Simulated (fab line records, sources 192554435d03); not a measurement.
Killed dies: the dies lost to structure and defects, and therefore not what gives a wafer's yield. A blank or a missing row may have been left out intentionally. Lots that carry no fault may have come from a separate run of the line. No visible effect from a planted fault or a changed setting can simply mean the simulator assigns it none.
Chamber matching    flow n5Finfet    rieDiel-06 running N5_BEOL_M5_ETCH_75: 4 sister chambers
The step etches underlayer in N2/H2, target depth 6.5 nm, time 5.2 s. 20 wafers are shown with their chamber, then 10 later ones without.

## WAFERS WITH THEIR CHAMBER
wafer   chamber  drypumpMotorCurrentA (A)  showerheadPlenumPTorr (Torr)  oesProductAu (a.u.)
L074.1  3        5.9                       2.46                          0.68
L074.4  1        5.2                       2.46                          0.70
L074.6  3        5.9                       2.46                          0.68
L078.1  1        5.2                       2.46                          0.68
L078.4  0        6.2                       2.52                          0.59
L078.6  3        5.8                       2.45                          0.67
L080.2  1        5.2                       2.46                          0.68
L080.3  3        5.9                       2.45                          0.66
L080.6  0        6.2                       2.52                          0.59
L082.1  3        5.9                       2.45                          0.67
L082.5  3        5.8                       2.45                          0.66
L082.6  0        6.2                       2.51                          0.58
L084.2  0        6.2                       2.51                          0.58
L084.3  3        5.8                       2.45                          0.64
L084.5  3        5.8                       2.45                          0.65
L085.3  1        5.2                       2.45                          0.67
L085.4  3        5.9                       2.45                          0.65
L085.5  2        6.6                       2.49                          0.85
L088.1  1        5.2                       2.45                          0.65
L088.4  2        6.6                       2.49                          0.81

SIGNATURES, as means of the wafers listed above
reading                chamber 0  chamber 1  chamber 2  chamber 3  scatter within a chamber
drypumpMotorCurrentA   6.200      5.200      6.600      5.856      0.0373
showerheadPlenumPTorr  2.5150     2.4560     2.4900     2.4522     0.00484
oesProductAu           0.5850     0.6760     0.8300     0.6622     0.0154
Rule: a wafer's distance from a chamber is the root of the sum, over the readings, of the square of ((its reading less the chamber's mean) divided by the reading's scatter). The wafer belongs to the nearest chamber; if the next one is less than 2 further off, it can't be placed. The scatter: the root of (the sum of the squares of (reading less its chamber's mean) over the shown wafers, divided by (wafers less chambers)).

## WAFERS WITH NO CHAMBER GIVEN
wafer   drypumpMotorCurrentA (A)  showerheadPlenumPTorr (Torr)  oesProductAu (a.u.)
L088.6  6.6                       2.49                          0.82
L091.2  5.2                       2.45                          0.65
L091.3  6.6                       2.49                          0.81
L091.4  6.2                       2.51                          0.82
L092.2  6.6                       2.49                          0.80
L092.4  6.2                       2.51                          0.81
L092.5  6.6                       2.49                          0.79
L095.1  5.2                       2.44                          0.64
L095.3  6.7                       2.48                          0.78
L095.6  5.2                       2.44                          0.64

## WHICH CHAMBER EACH ONE RAN IN
wafer    from the rows above   in truth
L088.6   2                     2
L091.2   1                     1
L091.3   2                     2
L091.4   2                     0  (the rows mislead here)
L092.2   2                     2
L092.4   2                     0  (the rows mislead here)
L092.5   2                     2
L095.1   1                     1
L095.3   2                     2
L095.6   1                     1
Placed correctly: 8 of 10. Not placeable from these rows: 0. Wrongly placed: 2.
